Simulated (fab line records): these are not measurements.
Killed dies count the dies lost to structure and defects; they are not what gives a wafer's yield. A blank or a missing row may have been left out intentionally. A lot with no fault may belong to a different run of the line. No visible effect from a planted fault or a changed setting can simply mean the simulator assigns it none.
Split-lot trial ; flow n5-finfet ; 39 wafers read from 7 lots, route of 1938 steps

THE SPLIT ITSELF
At N5_BEOL_M12_TRENCH_ETCH_34 (etches SiOC in C4F8/O2/Ar, target depth 318.95 nm, time 125.5 s), the setting time-s was moved away from the recipe's 125.5 s on 15 of the 39 wafers read, by -59.4% to +50.5%. The other wafers ran this setting at the recipe's value.

FROM THE SPLIT TO THE READING: what the file shows between them, 10 steps
- N5_BEOL_M12_STRIP_70: strips in C4F8/O2/Ar
- N5_BEOL_M12_OCD_MEAS_35
- N5_BEOL_M12_STRIP_37: strips in N2/H2
- N5_BEOL_M12_ETCH_38: etches SiCN in CF4/N2, target depth 68.7 nm, time 73.4 s
- N5_BEOL_M12_ECD_47: material Cu, target thk 720 nm
- N5_BEOL_M12_ANNEAL_48: time 90 s
- N5_BEOL_M12_CMP_49: polishes, stops on SiOC, t overpolish 20.6 s, target thk 320 nm
- N5_BEOL_M12_THK_MEAS_50: measures by xrf
- N5_BEOL_M12_PRE_CLEAN_52: time 15 s
- N5_BEOL_M12_DEP_53: deposits SiCN from 3MS/NH3, target thk 30 nm, time 10.5 s

THE READING
Measured at N5_BEOL_M12_RS_MEAS_54 by four-point probe: M12_RS, in ohm/sq. Fault-free wafers of this fab line usually give 0.0603 ohm/sq, standard deviation 0.0014 ohm/sq.

wafer;tool, chamber at the split;time-s as run, s;against the recipe;M12_RS, ohm/sq;against lot-mates on the recipe
L074.1;rie-diel-03, 2;125.5;recipe;0.0624;-
L074.3;rie-diel-03, 1;125.5;recipe;0.0620;-
L074.5;rie-diel-03, 2;125.5;recipe;0.0634;-
L082.1;rie-diel-01, 0;125.5;recipe;0.0595;-
L082.2;rie-diel-01, 1;145.3;+15.8%;0.0509;-0.0094
L082.3;rie-diel-01, 3;145.3;+15.8%;0.0510;-0.0093
L082.4;rie-diel-01, 2;125.5;recipe;0.0617;-
L082.5;rie-diel-01, 2;145.3;+15.8%;0.0525;-0.0078
L082.6;rie-diel-01, 3;125.5;recipe;0.0596;-
L085.1;rie-diel-03, 1;125.5;recipe;0.0612;-
L085.2;rie-diel-03, 0;125.5;recipe;0.0590;-
L085.3;rie-diel-03, 3;50.9;-59.4%;0.1669;+0.1065
L085.4;rie-diel-03, 0;50.9;-59.4%;0.1519;+0.0915
L085.5;rie-diel-03, 1;125.5;recipe;0.0611;-
L085.6;rie-diel-03, 3;50.9;-59.4%;0.1673;+0.1069
L089.1;rie-diel-04, 1;125.5;recipe;0.0602;-
L089.2;rie-diel-04, 2;125.5;recipe;0.0588;-
L089.3;rie-diel-04, 0;125.5;recipe;0.0601;-
L089.4;rie-diel-04, 0;188.9;+50.5%;0.0399;-0.0198
L089.5;rie-diel-04, 1;188.9;+50.5%;0.0398;-0.0199
L089.6;rie-diel-04, 2;188.9;+50.5%;0.0384;-0.0213
L096.1;rie-diel-03, 3;125.5;recipe;0.0618;-
L096.2;rie-diel-03, 2;125.5;recipe;0.0586;-
L096.3;rie-diel-03, 1;125.5;recipe;0.0607;-
L096.4;rie-diel-03, 0;125.5;recipe;0.0597;-
L096.5;rie-diel-03, 1;125.5;recipe;0.0611;-
L096.6;rie-diel-03, 2;125.5;recipe;0.0579;-
L093.1;rie-diel-03, 0;68.06;-45.8%;0.1167;+0.0567
L093.2;rie-diel-03, 1;68.06;-45.8%;0.1188;+0.0588
L093.3;rie-diel-03, 2;125.5;recipe;0.0588;-
L093.4;rie-diel-03, 3;68.06;-45.8%;0.1190;+0.0590
L093.5;rie-diel-03, 2;125.5;recipe;0.0592;-
L093.6;rie-diel-03, 1;125.5;recipe;0.0620;-
L097.1;rie-diel-04, 3;125.5;recipe;0.0607;-
L097.2;rie-diel-04, 1;125.5;recipe;0.0605;-
L097.3;rie-diel-04, 2;83.64;-33.4%;0.0898;+0.0299
L097.4;rie-diel-04, 0;83.64;-33.4%;0.0933;+0.0334
L097.5;rie-diel-04, 2;125.5;recipe;0.0584;-
L097.6;rie-diel-04, 1;83.64;-33.4%;0.0911;+0.0312

FIT RESULTS
A straight line over all 39 wafers: M12_RS changes by -0.0011 ohm/sq for each +1% of time-s; r = -0.91; the points scatter about the line by 0.013 ohm/sq.
The same after taking each lot's own level away (the mean of its wafers on the recipe; 39 wafers): -0.0011 ohm/sq for each +1%; r = -0.91; scatter 0.014 ohm/sq.
That fit puts the effect of the largest move of time-s on the reading at 0.065 ohm/sq.
The span of the lots' own levels, 0.05970 to 0.06260 ohm/sq, comes to 2.1 times the standard deviation stated above.
Hence the lot-to-lot level has little effect on the slope; both slopes agree.
Check: for one of the wafers moved furthest among these (-59.4%), held out of the fit, the line's prediction against its lot-mates is +0.0662 ohm/sq. Against them it came out at +0.106 ohm/sq.

THE WHOLE CHAIN: every reading that the file lists as answering this split, in the file's order
step;what it does;reading;change (the file's fit);r (the file's)
N5_BEOL_M12_TRENCH_ETCH_34;etches SiOC in C4F8/O2/Ar, target depth 318.95 nm, time 125.5 s;etch.depth-nm (the simulator's own value, which no gauge read);+3.21 nm for each +1% of the setting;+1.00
N5_BEOL_M12_OCD_MEAS_35;;trench-depth-nm;+3.21 nm for each +1% of the setting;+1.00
N5_BEOL_M12_CMP_49;polishes, stops on SiOC, t overpolish 20.6 s, target thk 320 nm;Cu_of_BEOL_M12_ECD_47.thk-nm (the simulator's own value, which no gauge read);+3.22 nm for each +1% of the setting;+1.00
N5_BEOL_M12_THK_MEAS_50;measures by xrf;M12_THK;+3.24 for each +1% of the setting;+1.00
N5_BEOL_M12_RS_MEAS_54;measures by four-point-probe;M12_RS;-0.00114 for each +1% of the setting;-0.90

THE FILE'S OWN FIT
M12_RS changes by -0.00114 ohm/sq for each +1% of time-s, r = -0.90.
